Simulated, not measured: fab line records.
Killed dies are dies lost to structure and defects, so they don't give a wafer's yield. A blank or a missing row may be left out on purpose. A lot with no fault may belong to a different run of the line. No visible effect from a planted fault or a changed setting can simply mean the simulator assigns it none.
fab line records	flow n5-finfet
[record] lots = 6	wafers = 18	last-day = 17
route steps=1938 shown BEOL_M1@799 BEOL_M4@1111 PASSIVATION@1936
lots that met no fault: taken from a fault-free run of the same line
start-h: hours from the record's opening day to when the first of the lot's shown wafers began	wait-h: hours elapsed since this lot's preceding step	" identical to the entry in the row above	L1.1+2: a single row standing in for several wafers	- value missing, or start not given	* or withheld: withheld	< > ~ a bound
route shown NAME@n: a module of which the file shows steps, and the number in the route of the first	usual: mean and standard deviation over wafers with no fault	same: alike in all rows	chamber/n: place in a boat	sites: the reading at each site	_std_site: the values' standard deviation	_edge_site: mean of outer sites minus mean of inner sites	radius-mm: for every site, how far away it sits from the centre of the wafer	mask NAME#n: copy n	behind: the most recent tool/chamber to have shaped the wafer	hold: why the lot was held/for how many hours/how that ended	device: the n, p or np transistor that did not switch	end of line: the route-end tests of the same wafers	step lacking rows: just its recipe	killed: not the wafer's yield, but the dies lost to structure and defects at the first sort	map: dies across one wafer; x = killed, . = not, _ = none there
set.NAME: the setting the step ran with; set.NAME@STEP: the setting that earlier step ran with	model.NAME: the simulator's own value behind a step, which no gauge read
lots seen at some steps along the route; tables by step, rows by wafer
services: from which hour (start-h, from the record's first day; less than 0 if before it) a tool's chamber was out of use, for how many hours, and why
[[steps]]
[step N5_BEOL_M1_STRIP_36]
[recipe] chemistry = N2/H2	power-w = 450	temp-c = 40	pressure-mtorr = 20	rf-frequency-hz = 6e+07	overash-fraction = 0.3	bias-power-w = 7	h2-frac = 0.5	n2-flow-sccm = 200	h2-flow-sccm = 200
[usual] drypump-motor-current-A = 5.8/0.47	oes-product-au = 0.75/0.062	rf-vpp-V = 59.1/1.5	showerhead-plenum-p-Torr = 2.53/0.087	throttle-valve-pct = 23.67/0.24
lot.wafer	tool	chamber	start-h	wait-h	drypump-motor-current-A	oes-product-au	rf-hours-counter-h	rf-vpp-V	showerhead-plenum-p-Torr	throttle-valve-pct
L640.3	rie-diel-05	2	140.06	0.0	5.6	0.73	199	59.1	2.62	23.41
L640.4	"	3	"	"	5.6	0.73	205	58.4	2.63	23.75
L640.6	"	2	"	"	5.6	0.72	-	58.4	2.62	23.41
L645.4	rie-diel-01	2	170.64	0.0	6.0	0.74	182	59.1	2.63	23.58
L645.5	"	0	"	"	6.1	0.79	-	58.9	2.43	23.68
L645.6	"	1	"	"	6.5	0.91	-	59.2	2.60	23.73
L648.1	rie-diel-01	0	190.42	0.0	6.0	0.79	152	59.8	2.43	23.67
L648.4	"	2	"	"	6.0	0.72	188	59.9	2.62	23.62
L648.5	"	3	"	"	5.0	0.71	-	56.8	2.42	24.06
L650.2	rie-diel-02	0	199.67	0.0	5.7	0.74	170	61.1	2.52	23.47
L650.5	"	2	"	"	4.9	0.74	-	58.0	2.52	23.62
L650.6	"	1	"	"	6.2	0.71	-	59.6	2.60	23.25
L653.1	rie-diel-02	3	217.21	0.0	5.9	0.69	211	58.7	2.42	23.86
L653.4	"	2	"	"	5.0	0.73	197	57.0	2.52	23.60
L653.5	"	0	"	"	5.8	0.74	-	58.7	2.52	23.48
L658.3	rie-diel-02	2	256.74	0.0	4.9	0.73	208	61.5	2.51	23.61
L658.4	"	0	"	"	5.7	0.72	187	60.5	2.52	23.50
L658.6	"	2	"	"	5.0	0.73	-	59.7	2.51	23.62
[step N5_BEOL_M1_TRENCH_ETCH_37]
[recipe] chemistry = C4F6/O2	target-depth-a = 552.07	target = SiOC	time-s = 29	ion-energy-ev = 250	pressure-mtorr = 30	source-w = 355	bias-w = 185	Ar_flow_sccm = 300	C4F6_flow_sccm = 10	O2_flow_sccm = 10
[usual] drypump-motor-current-A = 5.8/0.47	oes-product-au = 0.75/0.06	rf-vpp-V = 668/11	showerhead-plenum-p-Torr = 2.84/0.098	throttle-valve-pct = 20.89/0.17
lot.wafer	tool	chamber	start-h	wait-h	drypump-motor-current-A	oes-product-au	rf-hours-counter-h	rf-vpp-V	showerhead-plenum-p-Torr	throttle-valve-pct
L640.3	rie-diel-05	2	-	-	5.6	0.72	200	646	2.95	20.91
L640.4	"	3	"	"	5.6	0.73	205	673	2.95	20.94
L640.6	"	2	"	"	5.6	0.72	-	644	2.95	20.94
L645.4	rie-diel-01	2	-	-	6.0	0.73	182	692	2.95	21.06
L645.5	"	0	"	"	6.0	0.78	-	663	2.73	21.02
L645.6	"	1	"	"	6.5	0.89	-	663	2.88	20.61
L648.1	rie-diel-01	0	-	-	6.0	0.78	152	662	2.73	21.02
L648.4	"	2	"	"	6.0	0.72	188	690	2.95	21.08
L648.5	"	3	"	"	5.0	0.71	-	664	2.73	20.91
L650.2	rie-diel-02	0	-	-	5.7	0.73	170	661	2.84	20.71
L650.5	"	2	"	"	5.0	0.73	-	668	2.82	20.71
L650.6	"	1	"	"	6.2	0.71	-	665	2.95	20.90
L653.1	rie-diel-02	3	-	-	5.9	0.69	211	664	2.71	20.89
L653.4	"	2	"	"	5.0	0.72	197	669	2.81	20.71
L653.5	"	0	"	"	5.7	0.73	-	661	2.83	20.74
L658.3	rie-diel-02	2	-	-	5.0	0.73	208	668	2.81	20.71
L658.4	"	0	"	"	5.7	0.73	187	661	2.83	20.74
L658.6	"	2	"	"	5.0	0.71	-	669	2.81	20.71
[step N5_BEOL_M1_ETCH_41]
[recipe] chemistry = CH3F/O2	target = SiCN	target-depth-a = 319	taper-deg = 2	time-s = 57.8	ion-energy-ev = 120	mask-material = TiN	pressure-mtorr = 30	source-w = 395	bias-w = 75	Ar_flow_sccm = 150	CH3F_flow_sccm = 30	O2_flow_sccm = 20
[usual] CH3F_flow_sccm = 30.00/0.089	drypump-motor-current-A = 5.8/0.47	oes-product-au = 0.75/0.059	rf-vpp-V = 297.2/1.6	showerhead-plenum-p-Torr = 1.99/0.072	throttle-valve-pct = 16.38/0.16
lot.wafer	tool	chamber	start-h	wait-h	CH3F_flow_sccm	drypump-motor-current-A	oes-product-au	rf-hours-counter-h	rf-vpp-V	showerhead-plenum-p-Torr	throttle-valve-pct
L640.3	rie-diel-05	2	-	-	29.86	5.6	0.72	200	298.6	2.08	16.41
L640.4	"	3	"	"	30.05	5.6	0.72	205	299.0	2.07	16.41
L640.6	"	2	"	"	30.13	5.6	0.72	-	298.8	2.08	16.41
L645.4	rie-diel-01	2	-	-	29.85	6.0	0.73	182	298.1	2.08	16.56
L645.5	"	0	"	"	30.07	6.0	0.78	-	295.5	1.92	16.50
L645.6	"	1	"	"	29.97	6.5	0.88	-	298.4	2.02	16.08
L648.1	rie-diel-01	0	-	-	30.07	6.0	0.77	152	296.3	1.92	16.50
L648.4	"	2	"	"	30.03	5.9	0.72	188	298.7	2.08	16.56
L648.5	"	3	"	"	30.08	5.0	0.70	-	294.6	1.91	16.39
L650.2	rie-diel-02	0	-	-	29.88	5.7	0.73	170	297.3	1.99	16.23
L650.5	"	2	"	"	29.98	5.0	0.73	-	296.6	1.98	16.22
L650.6	"	1	"	"	30.02	6.1	0.72	-	298.8	2.07	16.40
L653.1	rie-diel-02	3	-	-	29.99	5.9	0.68	211	295.5	1.90	16.43
L653.4	"	2	"	"	29.95	4.9	0.72	197	297.9	1.98	16.22
L653.5	"	0	"	"	30.06	5.7	0.72	-	297.5	1.99	16.26
L658.3	rie-diel-02	2	-	-	29.88	4.9	0.71	208	296.9	1.97	16.24
L658.4	"	0	"	"	29.91	5.8	0.72	187	298.0	1.99	16.27
L658.6	"	2	"	"	29.91	5.0	0.72	-	295.1	1.97	16.24
[step N5_BEOL_M1_STRIP_97]
[recipe] chemistry = N2/H2	time-s = 10	power-w = 450	temp-c = 40	pressure-mtorr = 20	rf-frequency-hz = 6e+07	bias-power-w = 7	n2-flow-sccm = 200	h2-flow-sccm = 200
[usual] drypump-motor-current-A = 5.8/0.47	oes-product-au = 0.75/0.064	rf-vpp-V = 59.0/0.78	showerhead-plenum-p-Torr = 2.53/0.088	throttle-valve-pct = 23.67/0.24
lot.wafer	tool	chamber	start-h	wait-h	drypump-motor-current-A	oes-product-au	rf-hours-counter-h	rf-vpp-V	showerhead-plenum-p-Torr	throttle-valve-pct
L640.3	rie-diel-05	2	-	-	5.7	0.74	200	59.1	2.62	23.41
L640.4	"	3	"	"	5.6	0.73	205	59.7	2.63	23.75
L640.6	"	2	"	"	5.6	0.74	-	59.1	2.62	23.42
L645.4	rie-diel-01	2	-	-	6.0	0.72	182	59.1	2.63	23.60
L645.5	"	0	"	"	6.1	0.78	-	58.7	2.43	23.67
L645.6	"	1	"	"	6.5	0.91	-	60.0	2.59	23.72
L648.1	rie-diel-01	0	-	-	6.0	0.77	152	58.0	2.43	23.66
L648.4	"	2	"	"	5.9	0.72	188	60.4	2.62	23.59
L648.5	"	3	"	"	5.0	0.72	-	59.5	2.42	24.02
L650.2	rie-diel-02	0	-	-	5.7	0.73	170	59.2	2.52	23.47
L650.5	"	2	"	"	5.0	0.73	-	57.0	2.52	23.61
L650.6	"	1	"	"	6.2	0.71	-	58.8	2.60	23.28
L653.1	rie-diel-02	3	-	-	5.9	0.68	211	59.0	2.42	23.85
L653.4	"	2	"	"	4.9	0.73	197	59.3	2.51	23.63
L653.5	"	0	"	"	5.7	0.73	-	59.5	2.52	23.48
L658.3	rie-diel-02	2	-	-	5.0	0.73	208	60.1	2.51	23.62
L658.4	"	0	"	"	5.7	0.72	187	58.6	2.52	23.49
L658.6	"	2	"	"	5.0	0.73	-	58.6	2.51	23.65
[step N5_BEOL_M1_OCD_MEAS_38]
[usual] trench-depth-nm = 54.8/0.94
lot.wafer	tool	chamber	start-h	wait-h	trench-depth-nm
L640.3	ocd-01	-	140.26	-	53.4
L640.4	"	-	"	"	55.9
L640.6	"	-	"	"	52.9
L645.4	ocd-01	-	170.84	-	54.9
L645.5	"	-	"	"	54.9
L645.6	"	-	"	"	54.7
L648.1	ocd-01	-	190.61	-	55.6
L648.4	"	-	"	"	53.8
L648.5	"	-	"	"	55.9
L650.2	ocd-02	-	199.87	-	56.7
L650.5	"	-	"	"	56.5
L650.6	"	-	"	"	54.4
L653.1	ocd-02	-	217.40	-	53.4
L653.4	"	-	"	"	54.7
L653.5	"	-	"	"	55.9
L658.3	ocd-02	-	256.94	-	55.7
L658.4	"	-	"	"	56.0
L658.6	"	-	"	"	55.0
[step N5_BEOL_M1_HM_STRIP_39]
[recipe] chemistry = peroxide-tin-strip	material = TiN	target-depth-a = 250	temp-c = 50	time-s = 158
[step N5_BEOL_M1_SRD_40]
[recipe] time-s = 30	temp-c = 23	rinse-liquid = diw	dry = ipa-marangoni
[step N5_BEOL_M1_PRECLEAN_42]
[recipe] chemistry = residue-remover	time-s = 60	temp-c = 40
[step N5_BEOL_M1_SRD_43]
[recipe] time-s = 30	temp-c = 23	rinse-liquid = diw	dry = ipa-marangoni
[step N5_BEOL_M1_CD_MEAS_35]
[recipe] target-cd-nm = 18	target-cd-y-nm = 21	polarity = opening
[usual] cd-nm = 18.1/0.37
lot.wafer	tool	chamber	start-h	wait-h	cd-nm
L640.3	cd-sem-01	-	140.41	0.0	18.3
L640.4	"	-	"	"	18.4
L640.6	"	-	"	"	18.3
L645.4	cd-sem-03	-	170.99	0.0	18.3
L645.5	"	-	"	"	18.7
L645.6	"	-	"	"	18.0
L648.1	cd-sem-02	-	190.77	0.0	17.3
L648.4	"	-	"	"	17.7
L648.5	"	-	"	"	17.8
L650.2	cd-sem-03	-	200.02	0.0	18.0
L650.5	"	-	"	"	18.4
L650.6	"	-	"	"	18.3
L653.1	cd-sem-02	-	217.56	0.0	17.9
L653.4	"	-	"	"	18.4
L653.5	"	-	"	"	18.4
L658.3	cd-sem-02	-	257.09	0.0	18.1
L658.4	"	-	"	"	18.6
L658.6	"	-	"	"	18.4
[step N5_BEOL_M1_DEGAS_44]
[recipe] ambient = vacuum	temp-c = 250	time-s = 60
[usual] heater-power-w = 332/42
lot.wafer	tool	chamber	start-h	wait-h	heater-power-w
L640.3	pvd-sputter-02	-	140.89	0.5	398
L640.4	"	-	"	"	323
L640.6	"	-	"	"	313
L645.4	pvd-sputter-02	-	171.48	0.5	286
L645.5	"	-	"	"	389
L645.6	"	-	"	"	313
L648.1	pvd-sputter-01	-	191.32	0.6	318
L648.4	"	-	"	"	321
L648.5	"	-	"	"	396
L650.2	pvd-sputter-01	-	200.42	0.4	325
L650.5	"	-	"	"	317
L650.6	"	-	"	"	281
L653.1	pvd-sputter-01	-	218.99	1.4	388
L653.4	"	-	"	"	322
L653.5	"	-	"	"	279
L658.3	pvd-sputter-02	-	257.50	0.4	319
L658.4	"	-	"	"	320
L658.6	"	-	"	"	392
[step N5_BEOL_M1_PRE_CLEAN_45]
[recipe] gas = H2/He	time-s = 30	temp-c = 250
[step N5_BEOL_M1_ALD_84]
[recipe] material = TaN	target-thk-a = *	temp-c = 275	ald-precursor-family = PDMAT	ald-co-reactant = NH3	pressure-torr = 3	carrier-flow-sccm = 1500	pulse-time-s = 2	purge-time-s = 3	co-reactant-purge-time-s = 2	co-reactant-pulse-time-s = 3	ald-cycles = 30	precursor-vessel-temp-c = 75	precursor-vessel-pressure-torr = 26.25	precursor-vessel-carrier-sccm = 1000
[usual] ald-cycles = 30/0	heater-power-w = 424/42
lot.wafer	tool	chamber	start-h	wait-h	ald-cycles	heater-power-w
L640.3	ald-metal-02	0	141.13	0.2	30	480
L640.4	"	2	"	"	30	375
L640.6	"	3	"	"	30	420
L645.4	ald-metal-02	3	171.60	0.1	30	426
L645.5	"	0	"	"	30	456
L645.6	"	1	"	"	30	383
L648.1	ald-metal-04	0	191.44	0.1	30	420
L648.4	"	2	"	"	30	422
L648.5	"	2	"	"	30	413
L650.2	ald-metal-02	3	200.52	0.0	28	431
L650.5	"	3	"	"	30	412
L650.6	"	0	"	"	28	460
L653.1	ald-metal-02	3	219.09	0.0	30	423
L653.4	"	2	"	"	28	377
L653.5	"	0	"	"	30	465
L658.3	ald-metal-04	1	257.60	0.0	30	512
L658.4	"	3	"	"	30	434
L658.6	"	0	"	"	30	412
[step N5_BEOL_M1_SURFACE_TREAT_85]
[recipe] gas = Ar	time-s = *	ion-energy-ev = *	ion-current-ma-cm2 = 0.5	pressure-mtorr = *	ar-flow-sccm = 30
[step N5_BEOL_M4_RC_MEAS_101]
[usual] DIBL_N = 36.0/1.6	DIBL_P = 36.1/2	IOFF_N = 0.160/0.029	IOFF_P = 0.21/0.039	ION_N = 675/13	ION_P = 464/8.8	SS_N = 71.5/0.58	SS_P = 73.3/0.65	VT_N = 250/3.3	VT_P = -249/3.6
lot.wafer	tool	chamber	start-h	wait-h	DIBL_N[mV/V]	DIBL_P[mV/V]	IOFF_N[nA/um]	IOFF_P[nA/um]	ION_N[uA/um]	ION_P[uA/um]	SS_N[mV/dec]	SS_P[mV/dec]	VT_N[mV]	VT_P[mV]
L640.3	prober-01	0	175.47	0.3	33.1	32.5	0.111	0.15	661	457	70.5	72.0	253	-253
L640.4	"	0	"	"	34.1	34.1	0.128	0.17	670	451	71.3	71.9	253	-251
L640.6	"	0	"	"	38.0	38.3	0.197	0.23	678	456	72.6	73.2	246	-248
L645.4	prober-02	0	209.53	0.5	35.7	34.8	0.139	0.21	668	468	70.9	73.4	249	-247
L645.5	"	0	"	"	38.5	38.5	0.197	0.28	674	467	72.1	74.0	248	-245
L645.6	"	0	"	"	37.4	36.2	0.165	0.24	668	463	71.9	73.6	249	-244
L648.1	prober-02	0	234.40	0.0	36.5	37.7	0.167	0.27	673	470	71.8	73.6	246	-244
L648.4	"	0	"	"	37.2	39.1	0.185	0.30	689	479	71.9	73.8	244	-243
L648.5	"	0	"	"	36.4	37.4	0.165	0.25	678	471	72.9	73.8	249	-243
L650.2	prober-02	0	238.21	0.2	36.3	34.7	0.160	0.19	676	458	70.9	73.1	249	-252
L650.5	"	0	"	"	37.9	36.9	0.190	0.22	684	467	71.4	73.5	246	-250
L650.6	"	0	"	"	35.0	33.2	0.136	0.18	682	465	70.9	72.7	253	-253
L653.1	prober-01	0	264.87	0.0	36.4	35.4	0.150	0.17	661	451	70.8	73.2	249	-254
L653.4	"	0	"	"	37.1	36.9	0.173	0.20	675	453	71.7	73.7	247	-252
L653.5	"	0	"	"	39.3	38.7	0.223	0.23	694	459	71.8	73.7	244	-251
L658.3	prober-02	0	301.42	0.3	38.4	37.8	0.198	0.25	692	474	72.1	73.9	246	-244
L658.4	"	0	"	"	35.6	35.3	0.143	0.20	681	472	71.6	72.9	248	-249
L658.6	"	0	"	"	35.1	34.4	0.130	0.19	670	458	71.2	72.2	253	-249
[step N5_PASSIVATION_PROBE_49]
[usual] defect-limited-yield = 91.0/1.3	killed_at_M0_to_M3 = 36/9.5	killed_at_M4_up = 14/5.6	killed-at-contacts = 12/6.4	killed-at-front-end = 40/10	killed-at-other = 3.2/3	killed-dies = 107/15	killed-on-rim = 15/4.5	killed-open = 69/12	killed-short = 35/7.7	sort_bin_5_function = 5.3/0.91	sort_bin_6_memory = 3.3/0.65	sort-n-pass = 1073/15	sort-yield-pct = 91.0/1.3
[same] gross-dies = 1180	killed-at-back-side = 0	sort_bin_4_leakage[%] = 0	sort_bin_8_speed[%] = 0
lot.wafer	tool	chamber	start-h	wait-h	defect-limited-yield[%]	killed_at_M0_to_M3	killed_at_M4_up	killed-at-contacts	killed-at-front-end	killed-at-other	killed-dies	killed-on-rim	killed-open	killed-short	sort_bin_5_function[%]	sort_bin_6_memory[%]	sort-n-pass	sort-yield-pct[%]
L640.3	prober-02	-	275.84	0.1	90.5	37	10	19	44	2	112	16	68	43	5.9	3.2	1068	90.5
L640.4	prober-02	-	275.89	0.2	92.4	32	9	13	34	2	90	22	55	29	3.9	2.9	1090	92.4
L640.6	prober-02	-	275.99	0.3	92.6	40	7	6	32	2	87	4	52	34	4.2	2.8	1093	92.6
L645.4	prober-01	-	309.44	0.2	92.0	16	14	8	54	2	94	17	58	27	3.9	3.0	1086	92.0
L645.5	prober-01	-	309.49	0.2	90.8	41	14	7	42	5	109	14	78	29	5.3	3.3	1071	90.8
L645.6	prober-01	-	309.54	0.3	90.8	35	12	11	47	4	109	14	60	49	5.3	3.5	1071	90.8
L648.5	prober-01	-	346.47	0.2	92.0	24	13	10	43	4	94	13	55	34	4.7	2.7	1086	92.0
L650.2	prober-02	-	347.39	0.1	92.2	20	13	10	45	4	92	12	57	30	4.2	3.1	1088	92.2
L650.5	prober-02	-	347.54	0.2	92.3	30	9	6	34	12	91	15	48	37	3.5	3.6	1089	92.3
L650.6	prober-02	-	347.59	0.3	91.3	29	14	6	48	6	103	17	62	39	5.3	3.2	1077	91.3
L653.1	prober-02	-	385.74	0.0	91.3	27	12	6	52	6	103	23	58	41	4.8	3.5	1077	91.3
L653.4	prober-02	-	385.89	0.2	91.4	24	21	14	40	2	101	10	75	24	5.3	3.1	1079	91.4
L653.5	prober-02	-	385.94	0.2	90.7	29	33	12	30	6	110	17	78	32	5.3	4.1	1070	90.7
L658.3	prober-01	-	405.40	0.1	91.2	44	12	11	34	3	104	15	59	44	5.7	2.5	1076	91.2
L658.4	prober-01	-	405.45	0.2	92.3	31	8	4	39	9	91	9	57	32	4.5	3.1	1089	92.3
L658.6	prober-01	-	405.55	0.3	90.9	32	15	10	48	2	107	23	64	31	5.1	3.1	1073	90.9
// killed by level:class
L640.3 FIN_SAQP:geometric-particle:short=15 MOL_CONTACT_COAG:geometric-particle:open=13 BEOL_M3:geometric-particle:open=11 FIN_SAQP:geometric-particle:open=8 BEOL_M1:geometric-particle:open=8 DUMMY_GATE:geometric-particle:open=6 BEOL_M3:geometric-particle:short=6 STI_FIN_REVEAL:geometric-particle:open=5
L640.4 BEOL_M0_SAQP:geometric-particle:short=11 MOL_CONTACT_COAG:geometric-particle:open=9 GATE_CUT:geometric-particle:short=6 BEOL_M2:geometric-particle:open=6 HKMG_FIN:area-etch=6 FIN_SAQP:geometric-particle:open=4 STI_FIN_REVEAL:geometric-particle:open=4 DUMMY_GATE:geometric-particle:open=4
L640.6 FIN_SAQP:geometric-particle:short=14 BEOL_M1:geometric-particle:open=11 BEOL_M0_SAQP:geometric-particle:open=7 BEOL_M3:geometric-particle:open=6 BEOL_M0_SAQP:geometric-particle:short=5 BEOL_M2:geometric-particle:open=5 GATE_CUT:geometric-particle:short=5 MOL_CONTACT_COAG:geometric-particle:open=5
L645.4 FIN_SAQP:geometric-particle:open=11 HKMG_FIN:area-etch=9 FIN_SAQP:geometric-particle:short=7 BEOL_M4:geometric-particle:open=7 STI_FIN_REVEAL:geometric-particle:open=6 MOL_CONTACT_COAG:geometric-particle:open=6 DUMMY_GATE:geometric-particle:open=5 BEOL_M3:geometric-particle:open=5
L645.5 FIN_SAQP:geometric-particle:open=11 BEOL_M3:geometric-particle:open=10 BEOL_M0_SAQP:geometric-particle:short=9 BEOL_M1:geometric-particle:open=8 DUMMY_GATE:geometric-particle:open=6 MOL_CONTACT_COAG:geometric-particle:open=6 STI_FIN_REVEAL:geometric-particle:open=5 GATE_CUT:geometric-particle:short=5
L645.6 FIN_SAQP:geometric-particle:short=11 MOL_CONTACT_COAG:geometric-particle:open=9 FIN_SAQP:geometric-particle:open=8 BEOL_M0_SAQP:geometric-particle:short=8 BEOL_M3:geometric-particle:open=8 BEOL_M3:geometric-particle:short=8 BEOL_M0_SAQP:geometric-particle:open=7 BEOL_M4:geometric-particle:open=7
L648.5 FIN_SAQP:geometric-particle:open=9 BEOL_M4:geometric-particle:open=8 BEOL_M0:geometric-particle:open=7 GATE_CUT:geometric-particle:short=5 MOL_CONTACT_COAG:geometric-particle:open=5 MOL_CONTACT_COAG:geometric-particle:short=5 STARTING-WAFER:geometric-particle:open=5 FIN_SAQP:geometric-particle:short=4
L650.2 FIN_SAQP:geometric-particle:open=15 FIN_SAQP:geometric-particle:short=15 MOL_CONTACT_COAG:geometric-particle:open=9 BEOL_M4:geometric-particle:open=7 BEOL_M0_SAQP:geometric-particle:open=5 DUMMY_GATE:geometric-particle:open=4 BEOL_M3:geometric-particle:open=4 ILD0:geometric-particle:open=3
L650.5 BEOL_M0_SAQP:geometric-particle:short=10 BEOL_M0_SAQP:geometric-particle:open=9 PAD_METAL:geometric-particle:short=8 MOL_CONTACT_COAG:geometric-particle:open=6 FIN_SAQP:geometric-particle:short=6 STI_FIN_REVEAL:geometric-particle:open=6 HKMG_FIN:area-etch=6 BEOL_M2:geometric-particle:open=5
L650.6 BEOL_M2:geometric-particle:open=8 FIN_SAQP:geometric-particle:short=7 STI_FIN_REVEAL:geometric-particle:open=7 BEOL_M0_SAQP:geometric-particle:short=7 BEOL_M3:geometric-particle:open=6 FIN_SAQP:geometric-particle:open=5 MOL_CONTACT_COAG:geometric-particle:open=5 BEOL_M4:geometric-particle:open=5
L653.1 FIN_SAQP:geometric-particle:short=16 FIN_SAQP:geometric-particle:open=13 STI_FIN_REVEAL:geometric-particle:open=6 DUMMY_GATE:geometric-particle:open=6 BEOL_M1:geometric-particle:open=6 MOL_CONTACT_COAG:geometric-particle:open=5 BEOL_M0_SAQP:geometric-particle:open=5 BEOL_M0_SAQP:geometric-particle:short=5
L653.4 STI_FIN_REVEAL:geometric-particle:open=13 BEOL_M2:geometric-particle:open=13 MOL_CONTACT_COAG:geometric-particle:open=12 BEOL_M4:geometric-particle:open=6 DUMMY_GATE:geometric-particle:open=5 DUMMY_GATE:geometric-particle:short=4 BEOL_M4:geometric-particle:short=4 GATE_CUT:geometric-particle:short=3
L653.5 BEOL_M4:geometric-particle:open=19 MOL_CONTACT_COAG:geometric-particle:open=11 FIN_SAQP:geometric-particle:open=10 BEOL_M2:geometric-particle:open=7 BEOL_M0_SAQP:geometric-particle:short=6 STI_FIN_REVEAL:geometric-particle:open=5 BEOL_M0_SAQP:geometric-particle:open=5 BEOL_M4:geometric-particle:short=5
L658.3 BEOL_M0_SAQP:geometric-particle:short=11 FIN_SAQP:geometric-particle:short=8 BEOL_M0_SAQP:geometric-particle:open=7 BEOL_M3:geometric-particle:open=7 GATE_CUT:geometric-particle:short=7 MOL_CONTACT_COAG:geometric-particle:open=6 BEOL_M1:geometric-particle:open=6 FIN_SAQP:geometric-particle:open=5
L658.4 FIN_SAQP:geometric-particle:short=8 BEOL_M3:geometric-particle:open=7 FIN_SAQP:geometric-particle:open=6 BEOL_M1:geometric-particle:open=6 GATE_CUT:geometric-particle:open=5 BEOL_M0_SAQP:geometric-particle:short=5 GATE_CUT:geometric-particle:short=4 ILD0:geometric-particle:open=4
L658.6 BEOL_M0_SAQP:geometric-particle:open=9 FIN_SAQP:geometric-particle:open=8 MOL_CONTACT_COAG:geometric-particle:open=8 BEOL_M1:geometric-particle:open=8 HKMG_FIN:area-etch=8 DUMMY_GATE:geometric-particle:open=6 FIN_SAQP:geometric-particle:short=4 SPACER0:geometric-particle:short=4
[[services]]
tool	chamber	start-h	hours	kind
ald-metal-02	3	120.85	3.3	repair
ald-metal-02	-	160.91	2.8	pm
rie-diel-02	1	163.00	10.2	repair
rie-diel-05	1	177.64	1.4	repair
rie-diel-01	0	181.02	4.1	repair
ald-metal-02	0	232.68	5.0	repair
ald-metal-02	3	253.00	4.2	repair
[[key]]
[first-sign] step = N5_BEOL_M1_ALD_84	reading = ald-cycles	direction = down	sigmas = 99+	usual = *	struck = *
effect none on later readings
met-at N5_BEOL_M1_ALD_84
struck-wafers L650.2,L650.6,L653.4
onset-between 171.60 200.52
[fault] kind = process-parameter-drift	tool = ald-metal-02	chamber = -	onset-h = 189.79	steps = N5_BEOL_M1_ALD_84	channel = ald-cycles	offset = *	shape = step	end-h = 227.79	scope = struck-wafers-only	acts-in = *	stated = *
